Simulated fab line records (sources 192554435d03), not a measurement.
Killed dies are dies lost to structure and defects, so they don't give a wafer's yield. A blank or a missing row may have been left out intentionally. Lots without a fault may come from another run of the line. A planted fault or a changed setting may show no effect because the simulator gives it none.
One fault through the eyes of 2 desks	flow n5-finfet	each desk holds nothing but its own numbers, with what lay behind them at the end

== FROM THE METROLOGY DESK ==
Lot by lot, what the gauges showed, no matter which tool ran the lot: averages of those sampled wafers that carry a number. The brackets show how far a lot's mean lies from the usual mean; more than 4 standard deviations puts the lot out of limits, marked OUT. Of its 21 readings 7 are shown: the one that was out of limits first, and those that lie furthest out on some lot.
Columns: A = IGATE_N at N5_BEOL_M4_RC_MEAS_101, usual 0.0123 nA/um; B = IOFF_N at N5_BEOL_M4_RC_MEAS_101, usual 0.152 nA/um; C = IOFF_N_85C at N5_BEOL_M4_RC_MEAS_101, usual 3.0 nA/um; D = IOFF_N_LIN at N5_BEOL_M4_RC_MEAS_101, usual 0.071 nA/um; E = IOFF_N_LONG at N5_BEOL_M4_RC_MEAS_101, usual 5.52e-05 nA/um; F = VT_N at N5_BEOL_M4_RC_MEAS_101, usual 250 mV; G = VT_N_LONG at N5_BEOL_M4_RC_MEAS_101, usual 274.9 mV
lot	first seen here	A	B	C	D	E	F	G
L908	day 9 07:46	0.0128	0.130	2.7	0.064	5.27e-05	251	274.2
L913	day 10 14:59	0.0934 (+45) OUT	25.850 (+99 or more) OUT	220.2 (+99 or more) OUT	12.006 (+99 or more) OUT	8.40e-03 (+99 or more) OUT	104 (-49) OUT	130.6 (-66) OUT
L916	day 10 20:46	0.0120	0.150	3.0	0.072	5.43e-05	250	277.2
L914	day 10 23:31	0.1007 (+49) OUT	22.539 (+99 or more) OUT	202.1 (+99 or more) OUT	10.603 (+99 or more) OUT	7.55e-03 (+99 or more) OUT	108 (-47) OUT	132.9 (-65) OUT
L923	day 12 21:50	0.0141	0.172	3.4	0.080	5.44e-05	249	276.6
L924	day 13 01:29	0.0151	0.142	2.9	0.068	5.61e-05	251	275.1
L925	day 13 12:31	0.0118	0.138	2.7	0.064	5.49e-05	253	274.1
L926	day 13 15:20	0.0110	0.148	2.9	0.073	5.57e-05	249	273.8
Finding of this desk: L913, L914 out of limits, first seen on L913 at day 10 14:59 (IGATE_N at N5_BEOL_M4_RC_MEAS_101). L908, L916, L923, L924, L925, L926: within limits.

== TOOL OWNER'S DESK, ald-metal-02 ==
The tool's own readings at N5_HKMG_FIN_ALD_91 (deposits TiN, target thk 1 nm, pulse time 1 s, purge time 3 s): means of the sampled wafers that have a number, for each lot that ran on this tool. The brackets show how far a lot's mean lies from the usual mean; more than 4 standard deviations puts the lot out of limits, marked OUT.
Columns: A = chamber-pressure-Torr at N5_HKMG_FIN_ALD_91, usual 3.001 Torr; B = heater-power-w at N5_HKMG_FIN_ALD_91, usual 893 W; C = precursor-pulse-height-rel at N5_HKMG_FIN_ALD_91, usual 1.000
lot	first seen here	A	B	C
L908	day 5 03:38	3.003	910	0.986
L923	day 8 21:46	3.006	879	1.009
L925	day 9 11:06	3.008	936	1.004
Finding of this desk: none of the 3 lots has anything out of limits.

== ALL TOGETHER ==
At day 10 14:59 the metrology desk could have sounded an alarm, on L913, L914.
The tool owner's desk saw nothing out of limits.
The tool owner's desk has no number on record for L913, L914.
All the named lots went through N5_HKMG_FIN_ALD_91 on ald-metal-02.

== WHAT THE SIMULATOR HAD PUT IN ==
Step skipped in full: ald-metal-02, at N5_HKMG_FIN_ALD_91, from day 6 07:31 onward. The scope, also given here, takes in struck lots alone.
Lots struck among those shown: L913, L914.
Delay in hours, fault start to first out-of-limits reading, per desk: metrology desk 103.
